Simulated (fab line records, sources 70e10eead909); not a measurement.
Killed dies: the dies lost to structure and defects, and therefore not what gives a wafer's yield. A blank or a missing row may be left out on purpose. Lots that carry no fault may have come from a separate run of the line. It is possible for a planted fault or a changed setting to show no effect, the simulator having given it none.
fab line records / flow nand-harc
[record] lots = 6 wafers = 18 last-day = 33
route steps=1302 shown A_SGD_CUT@916 A_SLIT@922 END@1302
lots with no fault: from the same line, run without faults
start-h: start of the lot's first displayed wafer, in hours after the record's first day / wait-h: hours from the lot's prior step to this one / " unchanged from the row above / L1.1+2: a single row standing in for several wafers / - either no value or no given start / * or withheld: withheld / < > ~ a bound
route shown NAME@n: NAME is a module with steps in the file, n the number in the route of the first one / usual: mean/standard deviation of fault-free wafers / same: alike in all rows / chamber/n: place in a boat / sites: per-site readings / _std_site: the standard deviation of these / _edge_site: the outer-site mean with the inner-site mean subtracted / radius-mm: for every site, how far away it sits from the centre of the wafer / mask NAME#n: copy n / behind: the last tool/chamber to shape the wafer / hold: reason for holding the lot/hours on hold/outcome of the hold / device: the transistor (n, p or np) that didn't switch / end of line: tests of these same wafers at the route's end / a step given without rows: its recipe and nothing more / killed: at the first sort, the dies lost to defects and structure; wafer yield is something else / map: per-die view of a wafer (x killed, . not killed, _ where there is no die)
set.NAME: the setting as run; set.NAME@STEP: as run at that earlier step / model.NAME: the simulator's own value behind a step, which no gauge read
lots seen at some steps along the route; tables by step, rows by wafer
services: the hour from which a tool's chamber was out of use, counted from the record's first day as start-h (under 0 if before that day), plus the number of hours and why
[[steps]]
[step NHARC_A_SGD_CUT_THK_MEAS_22]
[recipe] thk-meas-gauge = ellipsometry
[usual] thk-nm = 148.4/1.3
lot.wafer=L296.1 tool=film-metro-02 chamber=- start-h=493.95 wait-h=0.2 thk-nm=147.2
lot.wafer=L296.5 tool=film-metro-02 chamber=- start-h=493.95 wait-h=0.2 thk-nm=149.3
lot.wafer=L296.6 tool=film-metro-02 chamber=- start-h=493.95 wait-h=0.2 thk-nm=149.5
lot.wafer=L300.1 tool=film-metro-02 chamber=- start-h=504.12 wait-h=0.2 thk-nm=147.9
lot.wafer=L300.3 tool=film-metro-02 chamber=- start-h=504.12 wait-h=0.2 thk-nm=149.9
lot.wafer=L300.6 tool=film-metro-02 chamber=- start-h=504.12 wait-h=0.2 thk-nm=151.0
lot.wafer=L310.2 tool=film-metro-02 chamber=- start-h=626.91 wait-h=0.2 thk-nm=148.6
lot.wafer=L310.4 tool=film-metro-02 chamber=- start-h=626.91 wait-h=0.2 thk-nm=148.1
lot.wafer=L310.5 tool=film-metro-02 chamber=- start-h=626.91 wait-h=0.2 thk-nm=149.9
lot.wafer=L312.2 tool=film-metro-02 chamber=- start-h=639.95 wait-h=0.2 thk-nm=148.1
lot.wafer=L312.3 tool=film-metro-02 chamber=- start-h=639.95 wait-h=0.2 thk-nm=146.3
lot.wafer=L312.6 tool=film-metro-02 chamber=- start-h=639.95 wait-h=0.2 thk-nm=144.9
lot.wafer=L313.2 tool=film-metro-02 chamber=- start-h=654.17 wait-h=0.2 thk-nm=148.6
lot.wafer=L313.3 tool=film-metro-02 chamber=- start-h=654.17 wait-h=0.2 thk-nm=149.4
lot.wafer=L313.5 tool=film-metro-02 chamber=- start-h=654.17 wait-h=0.2 thk-nm=146.6
lot.wafer=L315.1 tool=film-metro-02 chamber=- start-h=658.52 wait-h=0.2 thk-nm=151.0
lot.wafer=L315.2 tool=film-metro-02 chamber=- start-h=658.52 wait-h=0.2 thk-nm=149.6
lot.wafer=L315.6 tool=film-metro-02 chamber=- start-h=658.52 wait-h=0.2 thk-nm=146.9
[step NHARC_A_SGD_CUT_SRD_23]
[step NHARC_A_SGD_CUT_ETCH_26]
[recipe] target-depth-a = 458 chemistry = dHF material = SiO2
[step NHARC_A_SGD_CUT_ETCHBACK_24]
[recipe] target-depth-a = 500 over-etch-frac = 0.3 time-s = 92.857 ion-energy-ev = 120 ch3f-flow-sccm = 50 o2-flow-sccm = 30 ar-flow-sccm = 200 rf-w = 500 bias-w = 100 chemistry = CH3F/O2
[usual] drypump-motor-current-A = 5.7/0.53 oes-product-au = 0.96/0.034 rf-vpp-V = 244.2/1.8 showerhead-plenum-p-Torr = 2.44/0.11 throttle-valve-pct = 20.664/0.0084
lot.wafer=L296.1 tool=rie-diel-08 chamber=0 start-h=494.21 wait-h=0.2 drypump-motor-current-A=5.7 oes-product-au=1.00 rf-hours-counter-h=8 rf-vpp-V=244.4 showerhead-plenum-p-Torr=2.44 throttle-valve-pct=20.658
lot.wafer=L296.6 tool=rie-diel-08 chamber=1 start-h=494.21 wait-h=0.2 drypump-motor-current-A=6.3 oes-product-au=1.01 rf-hours-counter-h=- rf-vpp-V=246.9 showerhead-plenum-p-Torr=2.62 throttle-valve-pct=20.665
lot.wafer=L296.5 tool=rie-diel-08 chamber=2 start-h=494.21 wait-h=0.2 drypump-motor-current-A=5.8 oes-product-au=1.00 rf-hours-counter-h=- rf-vpp-V=242.0 showerhead-plenum-p-Torr=2.32 throttle-valve-pct=20.678
lot.wafer=L300.3 tool=rie-diel-08 chamber=0 start-h=504.34 wait-h=0.1 drypump-motor-current-A=5.7 oes-product-au=0.99 rf-hours-counter-h=9 rf-vpp-V=244.1 showerhead-plenum-p-Torr=2.44 throttle-valve-pct=20.675
lot.wafer=L300.1 tool=rie-diel-08 chamber=3 start-h=504.34 wait-h=0.1 drypump-motor-current-A=4.8 oes-product-au=1.00 rf-hours-counter-h=9 rf-vpp-V=240.8 showerhead-plenum-p-Torr=2.30 throttle-valve-pct=20.654
lot.wafer=L300.6 tool=rie-diel-08 chamber=1 start-h=504.34 wait-h=0.1 drypump-motor-current-A=6.3 oes-product-au=0.99 rf-hours-counter-h=- rf-vpp-V=246.3 showerhead-plenum-p-Torr=2.62 throttle-valve-pct=20.667
lot.wafer=L310.4 tool=rie-diel-06 chamber=3 start-h=627.13 wait-h=0.1 drypump-motor-current-A=5.7 oes-product-au=0.94 rf-hours-counter-h=8 rf-vpp-V=247.0 showerhead-plenum-p-Torr=2.55 throttle-valve-pct=20.666
lot.wafer=L310.2 tool=rie-diel-06 chamber=0 start-h=627.13 wait-h=0.1 drypump-motor-current-A=5.9 oes-product-au=0.95 rf-hours-counter-h=8 rf-vpp-V=245.3 showerhead-plenum-p-Torr=2.52 throttle-valve-pct=20.666
lot.wafer=L310.5 tool=rie-diel-06 chamber=3 start-h=627.13 wait-h=0.1 drypump-motor-current-A=5.7 oes-product-au=0.95 rf-hours-counter-h=- rf-vpp-V=247.5 showerhead-plenum-p-Torr=2.55 throttle-valve-pct=20.660
lot.wafer=L312.2 tool=rie-diel-11 chamber=2 start-h=640.20 wait-h=0.2 drypump-motor-current-A=5.2 oes-product-au=0.93 rf-hours-counter-h=1 rf-vpp-V=243.4 showerhead-plenum-p-Torr=2.38 throttle-valve-pct=20.672
lot.wafer=L312.3 tool=rie-diel-11 chamber=3 start-h=640.20 wait-h=0.2 drypump-motor-current-A=5.0 oes-product-au=0.91 rf-hours-counter-h=2 rf-vpp-V=241.7 showerhead-plenum-p-Torr=2.30 throttle-valve-pct=20.652
lot.wafer=L312.6 tool=rie-diel-11 chamber=0 start-h=640.20 wait-h=0.2 drypump-motor-current-A=5.9 oes-product-au=0.92 rf-hours-counter-h=- rf-vpp-V=245.7 showerhead-plenum-p-Torr=2.48 throttle-valve-pct=20.673
lot.wafer=L313.3 tool=rie-diel-08 chamber=1 start-h=654.39 wait-h=0.1 drypump-motor-current-A=6.3 oes-product-au=0.98 rf-hours-counter-h=6 rf-vpp-V=245.6 showerhead-plenum-p-Torr=2.62 throttle-valve-pct=20.659
lot.wafer=L313.2 tool=rie-diel-08 chamber=3 start-h=654.39 wait-h=0.1 drypump-motor-current-A=4.8 oes-product-au=0.96 rf-hours-counter-h=6 rf-vpp-V=241.6 showerhead-plenum-p-Torr=2.29 throttle-valve-pct=20.651
lot.wafer=L313.5 tool=rie-diel-08 chamber=1 start-h=654.39 wait-h=0.1 drypump-motor-current-A=6.3 oes-product-au=0.98 rf-hours-counter-h=- rf-vpp-V=247.0 showerhead-plenum-p-Torr=2.62 throttle-valve-pct=20.669
lot.wafer=L315.1 tool=rie-diel-11 chamber=1 start-h=658.78 wait-h=0.2 drypump-motor-current-A=6.7 oes-product-au=0.92 rf-hours-counter-h=3 rf-vpp-V=242.5 showerhead-plenum-p-Torr=2.35 throttle-valve-pct=20.669
lot.wafer=L315.2 tool=rie-diel-11 chamber=2 start-h=658.78 wait-h=0.2 drypump-motor-current-A=5.2 oes-product-au=0.92 rf-hours-counter-h=3 rf-vpp-V=243.5 showerhead-plenum-p-Torr=2.38 throttle-valve-pct=20.670
lot.wafer=L315.6 tool=rie-diel-11 chamber=0 start-h=658.78 wait-h=0.2 drypump-motor-current-A=5.9 oes-product-au=0.93 rf-hours-counter-h=- rf-vpp-V=246.3 showerhead-plenum-p-Torr=2.48 throttle-valve-pct=20.678
[step NHARC_A_SGD_CUT_STRIP_28]
[recipe] time-s = 20 o2-flow-sccm = 500 ar-flow-sccm = 0 bias-w = 0 chemistry = O2
[usual] drypump-motor-current-A = 5.8/0.53 oes-product-au = 0.999/0.0076 rf-vpp-V = 57.8/1 showerhead-plenum-p-Torr = 3.52/0.15 throttle-valve-pct = 17.036/0.0091
lot.wafer=L296.1 tool=rie-diel-08 chamber=1 start-h=- wait-h=- drypump-motor-current-A=6.3 oes-product-au=0.987 rf-hours-counter-h=8 rf-vpp-V=56.4 showerhead-plenum-p-Torr=3.76 throttle-valve-pct=17.042
lot.wafer=L296.6 tool=rie-diel-08 chamber=2 start-h=- wait-h=- drypump-motor-current-A=5.8 oes-product-au=0.992 rf-hours-counter-h=- rf-vpp-V=56.4 showerhead-plenum-p-Torr=3.34 throttle-valve-pct=17.032
lot.wafer=L296.5 tool=rie-diel-08 chamber=3 start-h=- wait-h=- drypump-motor-current-A=4.8 oes-product-au=1.005 rf-hours-counter-h=- rf-vpp-V=57.7 showerhead-plenum-p-Torr=3.30 throttle-valve-pct=17.042
lot.wafer=L300.1 tool=rie-diel-08 chamber=0 start-h=- wait-h=- drypump-motor-current-A=5.7 oes-product-au=0.988 rf-hours-counter-h=9 rf-vpp-V=56.7 showerhead-plenum-p-Torr=3.50 throttle-valve-pct=17.034
lot.wafer=L300.3 tool=rie-diel-08 chamber=2 start-h=- wait-h=- drypump-motor-current-A=5.8 oes-product-au=1.001 rf-hours-counter-h=9 rf-vpp-V=57.2 showerhead-plenum-p-Torr=3.34 throttle-valve-pct=17.034
lot.wafer=L300.6 tool=rie-diel-08 chamber=0 start-h=- wait-h=- drypump-motor-current-A=5.7 oes-product-au=1.000 rf-hours-counter-h=- rf-vpp-V=57.4 showerhead-plenum-p-Torr=3.50 throttle-valve-pct=17.034
lot.wafer=L310.4 tool=rie-diel-06 chamber=2 start-h=- wait-h=- drypump-motor-current-A=5.5 oes-product-au=0.997 rf-hours-counter-h=6 rf-vpp-V=58.4 showerhead-plenum-p-Torr=3.67 throttle-valve-pct=17.052
lot.wafer=L310.2 tool=rie-diel-06 chamber=0 start-h=- wait-h=- drypump-motor-current-A=5.9 oes-product-au=1.005 rf-hours-counter-h=8 rf-vpp-V=59.0 showerhead-plenum-p-Torr=3.61 throttle-valve-pct=17.035
lot.wafer=L310.5 tool=rie-diel-06 chamber=1 start-h=- wait-h=- drypump-motor-current-A=6.4 oes-product-au=0.999 rf-hours-counter-h=- rf-vpp-V=57.7 showerhead-plenum-p-Torr=3.63 throttle-valve-pct=17.039
lot.wafer=L312.2 tool=rie-diel-11 chamber=2 start-h=- wait-h=- drypump-motor-current-A=5.2 oes-product-au=1.004 rf-hours-counter-h=1 rf-vpp-V=58.1 showerhead-plenum-p-Torr=3.42 throttle-valve-pct=17.030
lot.wafer=L312.3 tool=rie-diel-11 chamber=0 start-h=- wait-h=- drypump-motor-current-A=5.9 oes-product-au=0.998 rf-hours-counter-h=2 rf-vpp-V=56.8 showerhead-plenum-p-Torr=3.56 throttle-valve-pct=17.028
lot.wafer=L312.6 tool=rie-diel-11 chamber=2 start-h=- wait-h=- drypump-motor-current-A=5.2 oes-product-au=1.003 rf-hours-counter-h=- rf-vpp-V=56.9 showerhead-plenum-p-Torr=3.42 throttle-valve-pct=17.039
lot.wafer=L313.3 tool=rie-diel-08 chamber=2 start-h=- wait-h=- drypump-motor-current-A=5.8 oes-product-au=1.002 rf-hours-counter-h=5 rf-vpp-V=57.8 showerhead-plenum-p-Torr=3.34 throttle-valve-pct=17.015
lot.wafer=L313.2 tool=rie-diel-08 chamber=3 start-h=- wait-h=- drypump-motor-current-A=4.8 oes-product-au=0.994 rf-hours-counter-h=6 rf-vpp-V=58.9 showerhead-plenum-p-Torr=3.30 throttle-valve-pct=17.039
lot.wafer=L313.5 tool=rie-diel-08 chamber=0 start-h=- wait-h=- drypump-motor-current-A=5.7 oes-product-au=1.008 rf-hours-counter-h=- rf-vpp-V=59.1 showerhead-plenum-p-Torr=3.49 throttle-valve-pct=17.049
lot.wafer=L315.2 tool=rie-diel-11 chamber=1 start-h=- wait-h=- drypump-motor-current-A=6.7 oes-product-au=1.001 rf-hours-counter-h=3 rf-vpp-V=56.8 showerhead-plenum-p-Torr=3.38 throttle-valve-pct=17.026
lot.wafer=L315.1 tool=rie-diel-11 chamber=0 start-h=- wait-h=- drypump-motor-current-A=5.9 oes-product-au=1.000 rf-hours-counter-h=4 rf-vpp-V=59.2 showerhead-plenum-p-Torr=3.56 throttle-valve-pct=17.046
lot.wafer=L315.6 tool=rie-diel-11 chamber=1 start-h=- wait-h=- drypump-motor-current-A=6.7 oes-product-au=0.986 rf-hours-counter-h=- rf-vpp-V=58.0 showerhead-plenum-p-Torr=3.38 throttle-valve-pct=17.018
[step NHARC_A_SGD_CUT_INSPECT_25]
[usual] raw-defect-count = 378/92
lot.wafer=L296.1 tool=defect-inspect-01 chamber=- start-h=494.41 wait-h=- raw-defect-count=293
lot.wafer=L296.5 tool=defect-inspect-01 chamber=- start-h=494.41 wait-h=- raw-defect-count=338
lot.wafer=L296.6 tool=defect-inspect-01 chamber=- start-h=494.41 wait-h=- raw-defect-count=539
lot.wafer=L300.1 tool=defect-inspect-02 chamber=- start-h=504.59 wait-h=- raw-defect-count=478
lot.wafer=L300.3 tool=defect-inspect-02 chamber=- start-h=504.59 wait-h=- raw-defect-count=332
lot.wafer=L300.6 tool=defect-inspect-02 chamber=- start-h=504.59 wait-h=- raw-defect-count=366
lot.wafer=L310.2 tool=defect-inspect-01 chamber=- start-h=627.37 wait-h=- raw-defect-count=363
lot.wafer=L310.4 tool=defect-inspect-01 chamber=- start-h=627.37 wait-h=- raw-defect-count=322
lot.wafer=L310.5 tool=defect-inspect-01 chamber=- start-h=627.37 wait-h=- raw-defect-count=393
lot.wafer=L312.2 tool=defect-inspect-01 chamber=- start-h=640.41 wait-h=- raw-defect-count=288
lot.wafer=L312.3 tool=defect-inspect-01 chamber=- start-h=640.41 wait-h=- raw-defect-count=338
lot.wafer=L312.6 tool=defect-inspect-01 chamber=- start-h=640.41 wait-h=- raw-defect-count=275
lot.wafer=L313.2 tool=defect-inspect-02 chamber=- start-h=654.63 wait-h=- raw-defect-count=391
lot.wafer=L313.3 tool=defect-inspect-02 chamber=- start-h=654.63 wait-h=- raw-defect-count=485
lot.wafer=L313.5 tool=defect-inspect-02 chamber=- start-h=654.63 wait-h=- raw-defect-count=261
lot.wafer=L315.1 tool=defect-inspect-02 chamber=- start-h=658.99 wait-h=- raw-defect-count=528
lot.wafer=L315.2 tool=defect-inspect-02 chamber=- start-h=658.99 wait-h=- raw-defect-count=466
lot.wafer=L315.6 tool=defect-inspect-02 chamber=- start-h=658.99 wait-h=- raw-defect-count=328
[step NHARC_A_SLIT_DEP_25]
[recipe] target-thk-a = 2000 temp-c = 400 pressure-torr = 6.5 rf-w = 900 teos-flow-sccm = 161.4 flow-sccm = 2650 target-thk-nm = 200 gas = O2 material = SiO2
[usual] heater-power-w = 538/110 throttle-valve-pct = 16.0/0.55
lot.wafer=L296.1 tool=pecvd-03 chamber=1 start-h=494.52 wait-h=0.1 heater-power-w=403 throttle-valve-pct=15.3
lot.wafer=L296.6 tool=pecvd-03 chamber=0 start-h=494.52 wait-h=0.1 heater-power-w=491 throttle-valve-pct=16.4
lot.wafer=L296.5 tool=pecvd-03 chamber=1 start-h=494.52 wait-h=0.1 heater-power-w=417 throttle-valve-pct=15.7
lot.wafer=L300.1 tool=pecvd-03 chamber=0 start-h=504.69 wait-h=0.1 heater-power-w=534 throttle-valve-pct=16.6
lot.wafer=L300.3 tool=pecvd-03 chamber=1 start-h=504.69 wait-h=0.1 heater-power-w=417 throttle-valve-pct=15.5
lot.wafer=L300.6 tool=pecvd-03 chamber=1 start-h=504.69 wait-h=0.1 heater-power-w=420 throttle-valve-pct=15.0
lot.wafer=L310.2 tool=pecvd-03 chamber=1 start-h=627.48 wait-h=0.1 heater-power-w=364 throttle-valve-pct=14.9
lot.wafer=L310.5 tool=pecvd-03 chamber=1 start-h=627.48 wait-h=0.1 heater-power-w=384 throttle-valve-pct=15.5
lot.wafer=L310.4 tool=pecvd-03 chamber=2 start-h=627.48 wait-h=0.1 heater-power-w=465 throttle-valve-pct=16.1
lot.wafer=L312.2 tool=pecvd-02 chamber=2 start-h=640.48 wait-h=0.1 heater-power-w=678 throttle-valve-pct=15.0
lot.wafer=L312.3 tool=pecvd-02 chamber=0 start-h=640.48 wait-h=0.1 heater-power-w=591 throttle-valve-pct=16.1
lot.wafer=L312.6 tool=pecvd-02 chamber=1 start-h=640.48 wait-h=0.1 heater-power-w=488 throttle-valve-pct=16.6
lot.wafer=L313.2 tool=pecvd-02 chamber=2 start-h=654.74 wait-h=0.1 heater-power-w=638 throttle-valve-pct=14.8
lot.wafer=L313.3 tool=pecvd-02 chamber=0 start-h=654.74 wait-h=0.1 heater-power-w=572 throttle-valve-pct=15.9
lot.wafer=L313.5 tool=pecvd-02 chamber=1 start-h=654.74 wait-h=0.1 heater-power-w=433 throttle-valve-pct=16.6
lot.wafer=L315.1 tool=pecvd-03 chamber=1 start-h=659.10 wait-h=0.1 heater-power-w=442 throttle-valve-pct=15.3
lot.wafer=L315.2 tool=pecvd-03 chamber=2 start-h=659.10 wait-h=0.1 heater-power-w=457 throttle-valve-pct=16.1
lot.wafer=L315.6 tool=pecvd-03 chamber=2 start-h=659.10 wait-h=0.1 heater-power-w=447 throttle-valve-pct=16.1
[step NHARC_A_SLIT_DEP_00]
[recipe] target-thk-a = 62000 temp-c = 400 material = aC
[usual] throttle-valve-pct = 35.001/0.0089
lot.wafer=L296.1 tool=acl-dep-02 chamber=0 start-h=496.06 wait-h=- throttle-valve-pct=34.996
lot.wafer=L296.5 tool=acl-dep-02 chamber=0 start-h=498.52 wait-h=- throttle-valve-pct=34.988
lot.wafer=L296.6 tool=acl-dep-02 chamber=0 start-h=498.52 wait-h=- throttle-valve-pct=34.993
lot.wafer=L300.1 tool=acl-dep-03 chamber=0 start-h=510.60 wait-h=- throttle-valve-pct=34.994
lot.wafer=L300.3 tool=acl-dep-03 chamber=0 start-h=511.84 wait-h=- throttle-valve-pct=34.992
lot.wafer=L300.6 tool=acl-dep-03 chamber=0 start-h=513.70 wait-h=- throttle-valve-pct=34.990
lot.wafer=L310.2 tool=acl-dep-03 chamber=0 start-h=628.40 wait-h=- throttle-valve-pct=34.998
lot.wafer=L310.4 tool=acl-dep-03 chamber=0 start-h=629.66 wait-h=- throttle-valve-pct=35.013
lot.wafer=L310.5 tool=acl-dep-03 chamber=0 start-h=629.66 wait-h=- throttle-valve-pct=35.010
lot.wafer=L312.2 tool=acl-dep-01 chamber=0 start-h=641.44 wait-h=- throttle-valve-pct=35.008
lot.wafer=L312.3 tool=acl-dep-01 chamber=0 start-h=641.44 wait-h=- throttle-valve-pct=35.001
lot.wafer=L312.6 tool=acl-dep-01 chamber=0 start-h=643.94 wait-h=- throttle-valve-pct=35.002
lot.wafer=L313.2 tool=acl-dep-02 chamber=0 start-h=655.66 wait-h=- throttle-valve-pct=34.989
lot.wafer=L313.3 tool=acl-dep-02 chamber=0 start-h=655.66 wait-h=- throttle-valve-pct=35.000
lot.wafer=L313.5 tool=acl-dep-02 chamber=0 start-h=657.55 wait-h=- throttle-valve-pct=34.993
lot.wafer=L315.1 tool=acl-dep-03 chamber=0 start-h=660.61 wait-h=- throttle-valve-pct=34.996
lot.wafer=L315.2 tool=acl-dep-03 chamber=0 start-h=660.61 wait-h=- throttle-valve-pct=35.002
lot.wafer=L315.6 tool=acl-dep-03 chamber=0 start-h=663.74 wait-h=- throttle-valve-pct=35.003
[step NHARC_A_SLIT_DEP_23]
[recipe] target-thk-a = 1000 target-thk-nm = 100 temp-c = 400 pressure-torr = 3.5 flow-sccm = 200 rf-w = 350 material = SiON
[usual] heater-power-w = 725/100
lot.wafer=L296.1 tool=pecvd-03 chamber=0 start-h=499.77 wait-h=3.1 heater-power-w=708
lot.wafer=L296.5 tool=pecvd-03 chamber=1 start-h=499.77 wait-h=3.1 heater-power-w=660
lot.wafer=L296.6 tool=pecvd-03 chamber=2 start-h=499.77 wait-h=3.1 heater-power-w=689
lot.wafer=L300.3 tool=pecvd-02 chamber=2 start-h=514.35 wait-h=1.9 heater-power-w=827
lot.wafer=L300.1 tool=pecvd-02 chamber=0 start-h=514.35 wait-h=1.9 heater-power-w=835
lot.wafer=L300.6 tool=pecvd-02 chamber=1 start-h=514.35 wait-h=1.9 heater-power-w=653
lot.wafer=L310.2 tool=pecvd-03 chamber=0 start-h=631.62 wait-h=2.6 heater-power-w=732
lot.wafer=L310.5 tool=pecvd-03 chamber=2 start-h=631.62 wait-h=2.6 heater-power-w=666
lot.wafer=L310.4 tool=pecvd-03 chamber=0 start-h=631.62 wait-h=2.6 heater-power-w=732
lot.wafer=L312.3 tool=pecvd-03 chamber=0 start-h=644.58 wait-h=1.9 heater-power-w=732
lot.wafer=L312.2 tool=pecvd-03 chamber=2 start-h=644.58 wait-h=1.9 heater-power-w=660
lot.wafer=L312.6 tool=pecvd-03 chamber=2 start-h=644.58 wait-h=1.9 heater-power-w=653
lot.wafer=L313.2 tool=pecvd-02 chamber=0 start-h=658.83 wait-h=2.5 heater-power-w=810
lot.wafer=L313.3 tool=pecvd-02 chamber=2 start-h=658.83 wait-h=2.5 heater-power-w=791
lot.wafer=L313.5 tool=pecvd-02 chamber=2 start-h=658.83 wait-h=2.5 heater-power-w=814
lot.wafer=L315.1 tool=pecvd-02 chamber=1 start-h=664.42 wait-h=3.2 heater-power-w=685
lot.wafer=L315.2 tool=pecvd-02 chamber=2 start-h=664.42 wait-h=3.2 heater-power-w=735
lot.wafer=L315.6 tool=pecvd-02 chamber=1 start-h=664.42 wait-h=3.2 heater-power-w=690
[step NHARC_A_SLIT_DEHYDRATE_01]
[recipe] temp-c = 150 time-s = 120
[step NHARC_A_SLIT_HMDS_02]
[recipe] time-s = 30
[step NHARC_A_SLIT_COAT_03]
[recipe] spin-rpm = 1500 resist-thk-nm = 90
[step NHARC_A_SLIT_SOFTBAKE_04]
[recipe] temp-c = 105 time-s = 55
[usual] exhaust-pa = 44.8/0.85 heater-power-total-W = 188.45/0.13
lot.wafer=L296.1 tool=litho-track-06 chamber=0 start-h=500 wait-h=- exhaust-pa=43.9 heater-power-total-W=188.34
lot.wafer=L296.5 tool=litho-track-06 chamber=0 start-h=500 wait-h=- exhaust-pa=43.7 heater-power-total-W=188.44
lot.wafer=L296.6 tool=litho-track-06 chamber=0 start-h=500 wait-h=- exhaust-pa=45.0 heater-power-total-W=188.55
lot.wafer=L300.1 tool=litho-track-06 chamber=0 start-h=514 wait-h=- exhaust-pa=45.6 heater-power-total-W=188.47
lot.wafer=L300.3 tool=litho-track-06 chamber=0 start-h=514 wait-h=- exhaust-pa=45.3 heater-power-total-W=188.36
lot.wafer=L300.6 tool=litho-track-06 chamber=0 start-h=514 wait-h=- exhaust-pa=45.6 heater-power-total-W=188.31
lot.wafer=L310.2 tool=litho-track-04 chamber=0 start-h=631 wait-h=- exhaust-pa=46.4 heater-power-total-W=188.26
lot.wafer=L310.4 tool=litho-track-04 chamber=0 start-h=631 wait-h=- exhaust-pa=46.0 heater-power-total-W=188.44
lot.wafer=L310.5 tool=litho-track-04 chamber=0 start-h=631 wait-h=- exhaust-pa=46.6 heater-power-total-W=188.37
lot.wafer=L312.2 tool=litho-track-06 chamber=0 start-h=644 wait-h=- exhaust-pa=45.0 heater-power-total-W=203.60
lot.wafer=L312.3 tool=litho-track-06 chamber=0 start-h=644 wait-h=- exhaust-pa=43.9 heater-power-total-W=203.61
lot.wafer=L312.6 tool=litho-track-06 chamber=0 start-h=644 wait-h=- exhaust-pa=44.2 heater-power-total-W=203.57
lot.wafer=L313.2 tool=litho-track-06 chamber=0 start-h=659 wait-h=- exhaust-pa=46.0 heater-power-total-W=203.50
lot.wafer=L313.3 tool=litho-track-06 chamber=0 start-h=659 wait-h=- exhaust-pa=45.5 heater-power-total-W=203.85
lot.wafer=L313.5 tool=litho-track-06 chamber=0 start-h=659 wait-h=- exhaust-pa=45.8 heater-power-total-W=203.67
lot.wafer=L315.1 tool=litho-track-04 chamber=0 start-h=664 wait-h=- exhaust-pa=45.0 heater-power-total-W=188.54
lot.wafer=L315.2 tool=litho-track-04 chamber=0 start-h=664 wait-h=- exhaust-pa=45.4 heater-power-total-W=188.35
lot.wafer=L315.6 tool=litho-track-04 chamber=0 start-h=664 wait-h=- exhaust-pa=45.4 heater-power-total-W=188.51
[step NHARC_A_SLIT_EBR_05]
[step NHARC_END_SORT_01]
[recipe] temp-c = 25
[usual] killed-at-array = 54/20 killed-at-other = 0.9/1.1 killed-at-periphery = 3.8/2.4 killed-dies = 58/20 killed-open = 3.5/1.9 killed-short = 2.5/1.6
[same] gross-dies = 677
lot.wafer=L300.1 tool=prober-01 chamber=0 start-h=632.72 wait-h=2.5 killed-at-array=52 killed-at-other=0 killed-at-periphery=2 killed-dies=54 killed-open=1 killed-short=7
lot.wafer=L300.3 tool=prober-01 chamber=0 start-h=634.34 wait-h=3.1 killed-at-array=51 killed-at-other=3 killed-at-periphery=2 killed-dies=56 killed-open=4 killed-short=1
lot.wafer=L300.6 tool=prober-01 chamber=0 start-h=636.77 wait-h=4.1 killed-at-array=52 killed-at-other=0 killed-at-periphery=2 killed-dies=54 killed-open=1 killed-short=3
// killed by level:class
L300.1 A_SLIT:chamber-film-flake=24 A_CHANNEL_HOLE_D2:chamber-film-flake=10 A_WL_FILL:geometric-particle:short=3 A_CONTACT:chamber-film-flake=3 A_CHANNEL_HOLE_D2:geometric-particle:short=2 A_CHANNEL_HOLE_D1:chamber-film-flake=2 A_DECK1_JOINT:chamber-film-flake=2 A_STAIRCASE:chamber-film-flake=2
L300.3 A_SLIT:chamber-film-flake=26 A_CHANNEL_HOLE_D2:chamber-film-flake=12 A_CHANNEL_HOLE_D1:chamber-film-flake=4 HYBRID_BOND:chamber-film-flake=2 P_GATE:geometric-particle:open=1 P_M0:geometric-particle:open=1 A_WL_FILL:geometric-particle:short=1 A_WL_FILL:geometric-particle:open=1
L300.6 A_SLIT:chamber-film-flake=25 A_CHANNEL_HOLE_D2:chamber-film-flake=11 A_CHANNEL_HOLE_D1:chamber-film-flake=5 A_CONTACT:chamber-film-flake=4 A_WL_FILL:geometric-particle:short=2 A_ZERO_WELL:chamber-film-flake=2 A_CHANNEL_FILL_D1:geometric-particle:short=1 A_CHANNEL_FILL_D2:geometric-particle:open=1
[[services]]
tool=pecvd-03 chamber=2 start-h=471.98 hours=10.7 kind=repair
tool=rie-diel-06 chamber=- start-h=484.20 hours=9.0 kind=pm
tool=acl-dep-03 chamber=- start-h=484.89 hours=13.0 kind=pm
tool=pecvd-02 chamber=1 start-h=514.53 hours=3.2 kind=repair
tool=rie-diel-11 chamber=2 start-h=517.27 hours=3.4 kind=repair
tool=rie-diel-08 chamber=0 start-h=524.87 hours=1.2 kind=repair
tool=rie-diel-08 chamber=3 start-h=525.83 hours=2.9 kind=repair
tool=litho-track-06 chamber=- start-h=529.00 hours=7.0 kind=pm
tool=rie-diel-11 chamber=3 start-h=531.37 hours=18.0 kind=repair
tool=rie-diel-08 chamber=- start-h=537.63 hours=0.2 kind=repair
tool=rie-diel-08 chamber=1 start-h=541.53 hours=6.8 kind=repair
tool=rie-diel-08 chamber=- start-h=544.83 hours=9.0 kind=pm
tool=pecvd-02 chamber=- start-h=564.00 hours=3.3 kind=repair
tool=pecvd-03 chamber=- start-h=565.96 hours=13.0 kind=pm
tool=rie-diel-08 chamber=2 start-h=566.74 hours=4.3 kind=repair
tool=rie-diel-11 chamber=0 start-h=572.41 hours=5.9 kind=repair
tool=rie-diel-08 chamber=2 start-h=573.86 hours=6.3 kind=repair
tool=rie-diel-08 chamber=2 start-h=581.42 hours=3.8 kind=repair
tool=rie-diel-11 chamber=3 start-h=581.60 hours=6.5 kind=repair
tool=pecvd-02 chamber=- start-h=589.38 hours=13.0 kind=pm
tool=rie-diel-11 chamber=0 start-h=589.40 hours=23.2 kind=repair
tool=rie-diel-11 chamber=- start-h=609.51 hours=9.0 kind=pm
tool=pecvd-02 chamber=- start-h=627.41 hours=1.7 kind=repair
tool=pecvd-02 chamber=- start-h=645.17 hours=0.7 kind=repair
[[key]]
[first-sign] step = NHARC_A_SLIT_SOFTBAKE_04 reading = heater-power-total-W direction = up sigmas = 99+ usual = * struck = *
effect none on later readings
met-at NHARC_A_SLIT_SOFTBAKE_04
struck-wafers L312.2,L312.3,L312.6,L313.2,L313.3,L313.5
rows-end L313.2,L313.3,L313.5
tester-left-out L312
onset-between 514 644
[fault] kind = process-parameter-drift tool = litho-track-06 chamber = - onset-h = 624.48 steps = NHARC_A_SLIT_SOFTBAKE_04 channel = time-s offset = * shape = step acts-in = * stated = *
// tester-left-out: of these lots the tester's yield and bins aren't shown, on N5 and GAA mostly nor the transistor test; their killed dies are dies lost to structure and defects alone, not to doping, threshold or leakage, so they don't give the yield
// rows-end: these wafers met a further fault down the route, and their rows from its step on are left out
